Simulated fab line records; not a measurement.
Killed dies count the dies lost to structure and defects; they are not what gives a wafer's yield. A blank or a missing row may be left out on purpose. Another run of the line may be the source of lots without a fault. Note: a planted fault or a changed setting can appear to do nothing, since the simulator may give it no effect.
fab line records	flow n5_finfet
record: lots: 9	wafers: 27	last_day: 18
route steps=1938 shown BEOL_M1@761 BEOL_M4@1111 PAD_METAL@1893 PASSIVATION@1911
lots with no fault: from the same line, run without faults
start_h: hours from the record's first day to the start of the lot's first wafer shown	wait_h: hours from the lot's prior step to this one	" identical to the entry in the row above	L1.1+2: one row covering several wafers at once	- either no value or no given start	* or withheld: withheld	< > ~ a bound
route shown NAME@n: NAME is a module with steps in the file, n the number in the route of the first one	usual: mean/standard deviation of fault-free wafers	same: alike in all rows	chamber/n: place in a boat	sites: the reading at each site	_std_site: standard deviation of those values	_edge_site: inner sites' mean taken away from outer sites' mean	radius_mm: how far each site lies from the wafer's centre	mask NAME#n: copy n	behind: the tool/chamber that last shaped the wafer	hold: why the lot went on hold/how many hours it stayed there/how the hold came to an end	device: the transistor (n, p or np) that didn't switch	end of line: tests of these same wafers at the route's end	a step given without rows: its recipe and nothing more	killed: count of dies lost to structure and defects at first sort (not the wafer's yield)	map: a wafer's dies, marking killed ones x, the rest . and places with no die _
set.NAME: the run value of the setting; set.NAME@STEP: its run value at that earlier step	model.NAME: the simulator's own value behind a step, which no gauge read
route steps across a sampled set of lots; one table per step, one row per wafer
services: from which hour (start_h, from the record's first day; less than 0 if before it) a tool's chamber was out of use, for how many hours, and why
== steps ==
step: N5_BEOL_M1_EXPOSE_08
recipe: mask_id: M1	na: 0.33	source_shape: dipole	sigma_inner: 0.369	sigma_outer: 0.767	polarization: unpolarized	dose_mj: 33
usual: exposure_dose_mJ_cm2: 33.24/0.24
same: sigma_outer: 0.767
lot.wafer	tool	chamber	start_h	wait_h	mask	exposure_dose_mJ_cm2
L415.1	euv_scanner-02	0	132.43	-	M1#0	33.02
L415.3	"	0	"	"	M1#0	32.98
L415.5	"	0	"	"	M1#0	33.01
L419.2	euv_scanner-01	0	152.66	-	M1#0	33.49
L419.4	"	0	"	"	M1#0	33.51
L419.5	"	0	"	"	M1#0	33.46
L420.3	euv_scanner-01	0	152.95	-	M1#0	33.55
L420.4	"	0	"	"	M1#0	33.50
L420.6	"	0	"	"	M1#0	33.55
L421.1	euv_scanner-01	0	159.32	-	M1#0	33.53
L421.2	"	0	"	"	M1#0	33.56
L421.6	"	0	"	"	M1#0	33.55
L423.2	euv_scanner-02	0	175.46	-	M1#0	33.02
L423.4	"	0	"	"	M1#0	33.01
L423.6	"	0	"	"	M1#0	33.03
L425.1	euv_scanner-01	0	183.35	-	M1#0	33.52
L425.3	"	0	"	"	M1#0	33.50
L425.4	"	0	"	"	M1#0	33.56
L428.2	euv_scanner-01	0	208.91	-	M1#0	33.52
L428.4	"	0	"	"	M1#0	33.55
L428.6	"	0	"	"	M1#0	33.54
L431.1	euv_scanner-01	0	225.95	-	M1#0	33.52
L431.5	"	0	"	"	M1#0	33.46
L431.6	"	0	"	"	M1#0	33.49
L437.1	euv_scanner-01	0	265.50	-	M1#0	33.67
L437.2	"	0	"	"	M1#0	33.71
L437.3	"	0	"	"	M1#0	33.71
step: N5_BEOL_M4_RC_MEAS_101
usual: DIBL_N: 35.4/2.1	DIBL_P: 34.8/2.6	IOFF_N: 0.15/0.037	IOFF_P: 0.19/0.037	ION_N: 677/16	ION_P: 462/9.3	SS_N: 71.4/0.75	SS_P: 72.9/0.77	VT_N: 250/3.7	VT_P: -251/3.5
lot.wafer	tool	chamber	start_h	wait_h	DIBL_N[mV/V]	DIBL_P[mV/V]	IOFF_N[nA/um]	IOFF_P[nA/um]	ION_N[uA/um]	ION_P[uA/um]	SS_N[mV/dec]	SS_P[mV/dec]	VT_N[mV]	VT_P[mV]
L415.1	prober-01	0	183.49	0.0	35.6	34.3	0.13	0.14	654	441	71.5	72.4	255	-257
L415.3	"	0	"	"	39.3	38.9	0.22	0.20	684	455	73.0	73.8	247	-256
L415.5	"	0	"	"	37.9	37.1	0.19	0.18	686	455	72.5	73.3	249	-254
L419.2	prober-02	0	200.94	0.2	39.0	37.7	0.24	0.23	679	456	72.0	74.2	245	-248
L419.4	"	0	"	"	32.9	31.1	0.12	0.15	672	463	70.8	72.4	255	-252
L419.5	"	0	"	"	37.2	35.9	0.20	0.21	688	465	72.7	73.9	245	-248
L421.1	prober-01	0	202.96	0.5	34.8	33.8	0.13	0.16	664	456	71.1	73.1	251	-257
L421.2	"	0	"	"	37.2	36.0	0.16	0.18	678	457	71.7	73.2	248	-253
L421.6	"	0	"	"	34.0	32.3	0.12	0.13	660	448	70.9	71.5	255	-257
L420.3	prober-02	0	204.45	0.3	35.6	35.9	0.15	0.20	677	461	71.1	73.5	253	-249
L420.4	"	0	"	"	33.2	32.4	0.11	0.14	669	459	70.3	71.7	255	-254
L420.6	"	0	"	"	32.8	32.0	0.11	0.15	647	454	71.4	72.9	253	-253
L423.2	prober-01	0	226.06	0.2	35.4	34.8	0.16	0.21	662	463	71.6	72.6	246	-248
L423.4	"	0	"	"	33.4	32.0	0.12	0.17	666	464	71.6	72.0	251	-251
L423.6	"	0	"	"	37.0	37.2	0.20	0.26	682	465	73.0	73.6	245	-245
L425.1	prober-01	0	231.34	0.7	36.0	34.6	0.13	0.21	649	450	71.0	73.0	250	-251
L425.3	"	0	"	"	36.2	34.6	0.15	0.20	677	466	71.3	73.2	246	-252
L425.4	"	0	"	"	37.3	35.1	0.15	0.19	661	450	71.3	72.4	249	-251
L428.2	prober-01	0	252.84	0.2	35.2	34.9	0.15	0.21	683	467	71.2	73.5	248	-248
L428.4	"	0	"	"	35.3	34.9	0.14	0.21	679	469	71.3	73.1	249	-249
L428.6	"	0	"	"	33.4	32.1	0.12	0.17	674	462	71.4	72.2	254	-250
L431.1	prober-01	0	278.83	0.0	37.6	37.1	0.17	0.22	678	467	71.9	73.8	248	-246
L431.6	"	0	"	"	38.4	37.6	0.22	0.24	669	460	72.4	73.7	249	-248
L437.2	prober-01	0	327.46	0.2	32.7	31.9	0.11	0.18	672	472	70.3	71.7	254	-247
L437.3	"	0	"	"	35.4	36.6	0.16	0.25	688	474	71.5	72.9	249	-244
step: N5_PASSIVATION_DEGAS_18
recipe: ambient: vacuum	temp_c: 300	time_s: 60
usual: heater_power_w: 471/31
lot.wafer	tool	chamber	start_h	wait_h	heater_power_w
L415.1	pvd_sputter-03	-	288.49	0.6	438
L415.3	"	-	"	"	457
L415.5	"	-	"	"	489
L420.3	pvd_sputter-02	-	313.73	1.6	474
L420.4	"	-	"	"	448
L420.6	"	-	"	"	515
L419.2	pvd_sputter-03	-	315.86	0.5	524
L419.4	"	-	"	"	480
L419.5	"	-	"	"	444
L421.1	pvd_sputter-03	-	318.36	0.4	440
L421.2	"	-	"	"	514
L421.6	"	-	"	"	443
L423.2	pvd_sputter-03	-	326.50	0.2	470
L423.4	"	-	"	"	461
L423.6	"	-	"	"	467
L425.1	pvd_sputter-01	-	337.11	0.5	514
L425.3	"	-	"	"	466
L425.4	"	-	"	"	485
L428.2	pvd_sputter-02	-	358.91	0.1	509
L428.4	"	-	"	"	460
L428.6	"	-	"	"	505
L431.1	pvd_sputter-02	-	373.72	0.2	423
L431.6	"	-	"	"	507
L437.2	pvd_sputter-02	-	430.73	0.6	456
L437.3	"	-	"	"	466
step: N5_PASSIVATION_STRIP_34
recipe: chemistry: O2	power_w: 600	temp_c: 60	pressure_mtorr: 30	rf_frequency_hz: 6e+07	bias_power_w: 0	overash_fraction: 2	o2_flow_sccm: 225
usual: drypump_motor_current_A: 5.7/0.34	oes_product_au: 0.80/0.077	rf_vpp_V: 3.8/1.3	showerhead_plenum_p_Torr: 2.11/0.082	throttle_valve_pct: 16.71/0.16
lot.wafer	tool	chamber	start_h	wait_h	drypump_motor_current_A	oes_product_au	rf_hours_counter_h	rf_vpp_V	showerhead_plenum_p_Torr	throttle_valve_pct
L415.1	rie_diel-03	2	290.03	0.1	5.7	0.72	208	2.5	1.99	16.71
L415.3	"	3	"	"	5.6	0.80	104	3.0	2.11	16.55
L415.5	"	0	"	"	5.5	0.67	-	3.2	2.15	17.18
L420.3	rie_diel-05	1	315.32	0.1	5.8	0.85	87	1.3	2.14	16.51
L420.4	"	2	"	"	5.8	0.84	67	4.5	2.03	16.86
L420.6	"	1	"	"	5.9	0.83	-	2.7	2.14	16.51
L419.2	rie_diel-03	2	317.71	0.2	5.7	0.71	218	4.3	1.99	16.74
L419.4	"	1	"	"	5.4	0.93	8	3.3	2.22	16.56
L419.5	"	1	"	"	5.4	0.96	-	1.9	2.22	16.53
L421.1	rie_diel-05	0	319.83	0.1	5.8	0.72	228	2.5	2.04	16.66
L421.2	"	2	"	"	5.9	0.86	69	6.3	2.03	16.93
L421.6	"	0	"	"	5.8	0.71	-	1.4	2.04	16.64
L423.2	rie_diel-01	2	327.95	0.1	6.2	0.88	72	4.8	2.10	16.56
L423.4	"	0	"	"	6.2	0.75	177	3.5	2.07	16.76
L423.6	"	2	"	"	6.2	0.87	-	3.7	2.11	16.60
L425.1	rie_diel-03	2	338.45	0.1	5.7	0.70	225	4.3	1.99	16.76
L425.3	"	3	"	"	5.7	0.78	122	3.3	2.10	16.66
L425.4	"	2	"	"	5.7	0.70	-	4.2	1.98	16.75
L428.2	rie_diel-05	0	362.16	0.2	5.8	0.70	244	2.3	2.04	16.70
L428.4	"	2	"	"	5.8	0.83	87	6.7	2.02	16.96
L428.6	"	3	"	"	5.3	0.81	-	4.6	2.01	16.85
L431.1	rie_diel-01	3	375.06	0.1	5.1	0.85	61	3.2	2.21	16.46
L431.6	"	3	"	"	5.1	0.82	-	4.5	2.21	16.49
L437.2	rie_diel-05	1	432.08	0.1	5.8	0.80	129	4.4	2.13	16.55
L437.3	"	3	"	"	5.3	0.79	102	4.8	2.00	16.87
step: N5_PASSIVATION_ETCH_54
recipe: chemistry: CHF3/O2	target: SiO2	target_depth_a: 8800	CHF3_flow_sccm: 50	O2_flow_sccm: 5	Ar_flow_sccm: 200	time_s: 440	mask_material: PR	pressure_mtorr: 30	source_w: 650	bias_w: 170	ion_energy_ev: 200
usual: bias_w: 170.0/0.48	drypump_motor_current_A: 5.71/0.3	oes_product_au: 0.79/0.073	rf_vpp_V: 522/8.7	showerhead_plenum_p_Torr: 2.41/0.085	throttle_valve_pct: 18.90/0.18
lot.wafer	tool	chamber	start_h	wait_h	bias_w	drypump_motor_current_A	oes_product_au	rf_hours_counter_h	rf_vpp_V	showerhead_plenum_p_Torr	throttle_valve_pct
L415.1	rie_diel-05	0	291.59	0.1	169.5	5.80	0.72	217	522	2.36	18.72
L415.3	"	2	"	"	169.5	5.85	0.86	56	523	2.35	19.06
L415.5	"	2	"	"	170.4	5.84	0.87	-	523	2.34	19.08
L420.3	rie_diel-03	1	316.85	0.1	170.2	5.40	0.96	8	539	2.58	18.88
L420.4	"	0	"	"	169.7	5.56	0.67	240	536	2.46	19.22
L420.6	"	2	"	"	169.7	5.71	0.71	-	507	2.30	18.90
L419.2	rie_diel-03	1	319.34	0.1	170.0	5.38	0.94	9	538	2.58	18.90
L419.4	"	0	"	"	169.7	5.55	0.67	241	535	2.45	19.23
L419.5	"	1	"	"	170.2	5.37	0.94	-	537	2.58	18.91
L421.1	rie_diel-05	0	321.46	0.1	169.5	5.81	0.72	229	521	2.35	18.75
L421.2	"	2	"	"	170.9	5.85	0.85	70	524	2.34	19.10
L421.6	"	3	"	"	169.2	5.25	0.84	-	523	2.33	19.01
L423.2	rie_diel-01	1	329.52	0.1	169.4	5.93	0.74	164	536	2.51	18.81
L423.4	"	2	"	"	170.8	6.18	0.86	72	531	2.47	18.99
L423.6	"	1	"	"	169.7	5.93	0.74	-	535	2.51	18.80
L425.1	rie_diel-05	0	340.21	0.1	170.3	5.80	0.71	234	520	2.35	18.76
L425.3	"	2	"	"	170.4	5.86	0.83	78	523	2.34	19.11
L425.4	"	1	"	"	170.0	5.83	0.81	94	518	2.45	18.65
L428.2	rie_diel-03	1	364.54	0.2	169.4	5.38	0.90	28	536	2.57	18.92
L428.4	"	2	"	"	169.7	5.74	0.69	-	507	2.29	18.92
L428.6	"	1	"	"	169.7	5.38	0.89	-	536	2.57	18.92
L431.1	rie_diel-05	0	376.57	0.1	169.3	5.80	0.70	250	519	2.34	18.78
L431.6	"	0	"	"	170.5	5.79	0.70	-	519	2.34	18.77
L437.2	rie_diel-01	1	433.61	0.1	170.4	5.96	0.71	199	535	2.49	18.86
L437.3	"	0	"	"	170.1	6.22	0.73	208	520	2.40	19.10
step: N5_PASSIVATION_PROBE_49
usual: defect_limited_yield: 90.5/1.7	killed_at_M0_to_M3: 37/12	killed_at_M4_up: 14/5.2	killed_at_contacts: 12/5.9	killed_at_front_end: 45/14	killed_at_other: 3.5/2.8	killed_dies: 112/21	killed_on_rim: 15/4.5	killed_open: 73/15	killed_short: 36/8.9	sort_bin_5_function: 5.6/1.2	sort_bin_6_memory: 3.5/0.68	sort_bin_8_speed: 0.01/0.1	sort_n_pass: 1068/21	sort_yield_pct: 90.5/1.8
same: gross_dies: 1180	killed_at_back_side: 0	sort_bin_4_leakage[%]: 0
lot.wafer	tool	chamber	start_h	wait_h	defect_limited_yield[%]	killed_at_M0_to_M3	killed_at_M4_up	killed_at_contacts	killed_at_front_end	killed_at_other	killed_dies	killed_on_rim	killed_open	killed_short	sort_bin_5_function[%]	sort_bin_6_memory[%]	sort_bin_8_speed[%]	sort_n_pass	sort_yield_pct[%]
L421.1	prober-02	-	324.27	0.0	91.9	40	19	15	15	6	95	12	64	30	4.4	3.5	0	1085	91.9
L421.6	prober-02	-	324.52	0.3	90.9	48	19	14	23	3	107	17	70	36	5.4	3.2	0	1073	90.9
L423.2	prober-02	-	332.77	0.1	91.9	41	15	5	35	0	96	14	67	24	4.5	3.3	0	1084	91.9
L423.4	prober-02	-	332.87	0.2	90.5	28	12	12	58	2	112	14	82	26	5.3	4.0	0	1068	90.5
L423.6	prober-02	-	332.97	0.3	92.5	29	27	7	24	2	89	11	68	18	4.3	3.1	0	1091	92.5
L428.2	prober-01	-	367.94	0.1	91.5	27	17	10	46	0	100	15	69	30	4.8	3.4	0	1080	91.5
L428.4	prober-01	-	368.04	0.2	90.3	28	17	19	49	2	115	13	81	31	5.7	3.6	0	1065	90.3
L428.6	prober-01	-	368.14	0.3	91.9	21	18	11	39	6	95	17	62	28	4.2	3.3	0	1085	91.9
L431.1	prober-01	-	379.91	0.6	80.5	166	11	8	39	6	230	33	77	30	11.6	6.7	0	950	80.5
L431.5	prober-01	-	380.11	0.8	21.9	868	6	15	28	5	922	110	56	23	52.5	19.3	0	258	21.9
L431.6	prober-01	-	380.16	0.8	89.0	63	9	7	43	8	130	17	75	32	5.8	4.9	0	1050	89.0
L437.1	prober-01	-	436.39	0.0	10.6	1007	15	9	23	1	1055	134	51	40	57.7	25.0	0	125	10.6
L437.2	prober-01	-	436.44	0.1	82.2	166	12	12	18	2	210	34	39	21	11.4	5.7	0	970	82.2
L437.3	prober-01	-	436.49	0.1	44.8	600	11	6	32	2	651	84	66	26	33.7	18.8	0	529	44.8
killed by level:class
L421.1 MOL_CONTACT_COAG:geometric_particle:open=11 BEOL_M0_SAQP:geometric_particle:open=10 BEOL_M3:geometric_particle:open=9 BEOL_M4:geometric_particle:open=9 BEOL_M0_SAQP:geometric_particle:short=8 STI_FIN_REVEAL:geometric_particle:open=4 DUMMY_GATE:geometric_particle:open=4 MOL_CONTACT_COAG:geometric_particle:short=4
L421.6 BEOL_M0_SAQP:geometric_particle:open=16 BEOL_M0_SAQP:geometric_particle:short=13 MOL_CONTACT_COAG:geometric_particle:open=12 BEOL_M4:geometric_particle:open=8 BEOL_M1:geometric_particle:open=7 BEOL_M3:geometric_particle:open=5 DUMMY_GATE:geometric_particle:short=4 ILD0:geometric_particle:open=4
L423.2 BEOL_M0_SAQP:geometric_particle:open=8 BEOL_M2:geometric_particle:open=8 STI_FIN_REVEAL:geometric_particle:open=7 BEOL_M0_SAQP:geometric_particle:short=7 BEOL_M3:geometric_particle:open=6 FIN_SAQP:geometric_particle:short=5 BEOL_M4:geometric_particle:open=5 STARTING-WAFER:geometric_particle:open=5
L423.4 STI_FIN_REVEAL:geometric_particle:open=16 FIN_SAQP:geometric_particle:open=12 MOL_CONTACT_COAG:geometric_particle:open=11 BEOL_M2:geometric_particle:open=11 FIN_SAQP:geometric_particle:short=6 STARTING-WAFER:geometric_particle:open=6 BEOL_M0_SAQP:geometric_particle:open=5 DUMMY_GATE:geometric_particle:open=4
L423.6 BEOL_M4:geometric_particle:open=15 BEOL_M2:geometric_particle:open=14 STI_FIN_REVEAL:geometric_particle:open=7 FIN_SAQP:geometric_particle:open=4 MOL_CONTACT_COAG:geometric_particle:short=4 BEOL_M1:geometric_particle:open=4 DUMMY_GATE:geometric_particle:open=3 MOL_CONTACT_COAG:geometric_particle:open=3
L428.2 MOL_CONTACT_COAG:geometric_particle:open=10 BEOL_M0_SAQP:geometric_particle:short=7 BEOL_M0_SAQP:geometric_particle:open=7 STARTING-WAFER:geometric_particle:open=7 FIN_SAQP:geometric_particle:open=6 STI_FIN_REVEAL:geometric_particle:open=6 DUMMY_GATE:geometric_particle:open=6 BEOL_M4:geometric_particle:open=5
L428.4 MOL_CONTACT_COAG:geometric_particle:open=16 BEOL_M1:geometric_particle:open=10 STI_FIN_REVEAL:geometric_particle:open=9 BEOL_M3:geometric_particle:open=7 FIN_SAQP:geometric_particle:open=6 DUMMY_GATE:geometric_particle:open=6 BEOL_M4:geometric_particle:open=6 STARTING-WAFER:geometric_particle:open=6
L428.6 FIN_SAQP:geometric_particle:open=10 MOL_CONTACT_COAG:geometric_particle:open=10 FIN_SAQP:geometric_particle:short=6 STI_FIN_REVEAL:geometric_particle:open=6 BEOL_M4:geometric_particle:open=6 BEOL_M6:geometric_particle:open=6 BEOL_M0_SAQP:geometric_particle:short=5 BEOL_M2:geometric_particle:short=5
L431.1 BEOL_M1:area_expose=119 STI_FIN_REVEAL:geometric_particle:open=12 BEOL_M1:geometric_particle:open=10 FIN_SAQP:geometric_particle:open=8 BEOL_M0_SAQP:geometric_particle:short=7 BEOL_M0_SAQP:geometric_particle:open=7 BEOL_M2:geometric_particle:open=7 MOL_CONTACT_COAG:geometric_particle:open=6
L431.5 BEOL_M1:area_expose=841 MOL_CONTACT_COAG:geometric_particle:open=10 BEOL_M3:geometric_particle:open=10 STI_FIN_REVEAL:geometric_particle:open=7 STARTING-WAFER:geometric_particle:short=6 BEOL_M2:geometric_particle:open=5 MOL_CONTACT_COAG:geometric_particle:short=4 BEOL_M1:geometric_particle:open=4
L431.6 BEOL_M1:area_expose=21 FIN_SAQP:geometric_particle:open=9 BEOL_M0_SAQP:geometric_particle:open=9 BEOL_M0_SAQP:geometric_particle:short=7 FIN_SAQP:geometric_particle:short=6 STI_FIN_REVEAL:geometric_particle:open=6 MOL_CONTACT_COAG:geometric_particle:open=6 BEOL_M1:geometric_particle:open=6
L437.1 BEOL_M1:area_expose=960 BEOL_M0_SAQP:geometric_particle:short=18 BEOL_M0_SAQP:geometric_particle:open=14 MOL_CONTACT_COAG:geometric_particle:open=7 BEOL_M3:geometric_particle:open=5 BEOL_M4:geometric_particle:open=5 FIN_SAQP:geometric_particle:short=4 BEOL_M2:geometric_particle:open=4
L437.2 BEOL_M1:area_expose=148 MOL_CONTACT_COAG:geometric_particle:open=8 FIN_SAQP:geometric_particle:short=7 BEOL_M4:geometric_particle:open=6 BEOL_M0_SAQP:geometric_particle:open=4 MOL_CONTACT_COAG:geometric_particle:short=3 BEOL_M0_SAQP:geometric_particle:short=3 BEOL_M3:geometric_particle:open=3
L437.3 BEOL_M1:area_expose=558 BEOL_M0_SAQP:geometric_particle:open=16 FIN_SAQP:geometric_particle:short=7 STI_FIN_REVEAL:geometric_particle:open=7 BEOL_M0_SAQP:geometric_particle:short=7 FIN_SAQP:geometric_particle:open=6 MOL_CONTACT_COAG:geometric_particle:open=6 DUMMY_GATE:geometric_particle:open=5
== services ==
tool	chamber	start_h	hours	kind
pvd_sputter-02	-	116.54	1.6	repair
euv_scanner-01	-	135.33	1.0	pm
rie_diel-05	-	143.37	14.6	pm
rie_diel-03	3	149.91	2.5	repair
rie_diel-05	-	180.40	15.6	pm
euv_scanner-01	-	191.48	1.0	pm
euv_scanner-01	-	247.63	1.0	pm
rie_diel-03	-	253.52	0.4	repair
rie_diel-05	0	265.47	8.7	repair
rie_diel-05	2	279.25	2.4	repair
rie_diel-05	0	287.52	1.8	repair
rie_diel-05	1	290.79	6.3	repair
rie_diel-03	0	293.22	10.1	repair
euv_scanner-01	-	303.78	1.0	pm
rie_diel-05	1	317.84	8.7	repair
rie_diel-03	0	336.21	4.9	repair
euv_scanner-01	-	349.35	0.2	repair
rie_diel-03	3	359.58	7.1	repair
euv_scanner-01	-	359.93	1.0	pm
rie_diel-03	0	390.45	5.0	repair
rie_diel-03	-	396.96	2.8	pm
euv_scanner-01	-	411.49	4.6	pm
euv_scanner-01	-	417.10	1.0	pm
pvd_sputter-03	-	430.89	0.9	repair
== key ==
first_sign: step: N5_PASSIVATION_PROBE_49	reading: killed_at_M0_to_M3	direction: up	sigmas: 36	usual: 37	struck: 478	wafers_moved: 5
effect: step: N5_PASSIVATION_PROBE_49	reading: defect_limited_yield	direction: down	sigmas: 20	usual: 90.5	struck: 54.8	wafers_moved: 5
more_kills_born_at: N5_BEOL_M1_EXPOSE_08@euv_scanner-01: 2647
met_at N5_BEOL_M1_EXPOSE_08
struck_lots L431,L437
later_rows_left_out L431.5,L437.1
loop_trim: step: N5_BEOL_M1_EXPOSE_08	setting: dose	lots: L437
not_acting_at N5_PASSIVATION_DEGAS_18,N5_PASSIVATION_STRIP_34,N5_PASSIVATION_ETCH_54
onset_between 208.91 225.95
also_fits time
fault: kind: process_parameter_drift	tool: euv_scanner-01	chamber: -	onset_h: 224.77	steps: N5_BEOL_M1_EXPOSE_08	channel: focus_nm	offset: 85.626	spread_by_wafer: 0.3	shape: step
later_rows_left_out: the simulator's readings of these wafers behind a module that went badly wrong aren't trusted and aren't shown, but for the sort
loop_trim: a control loop set the setting to another value than it would have without faults
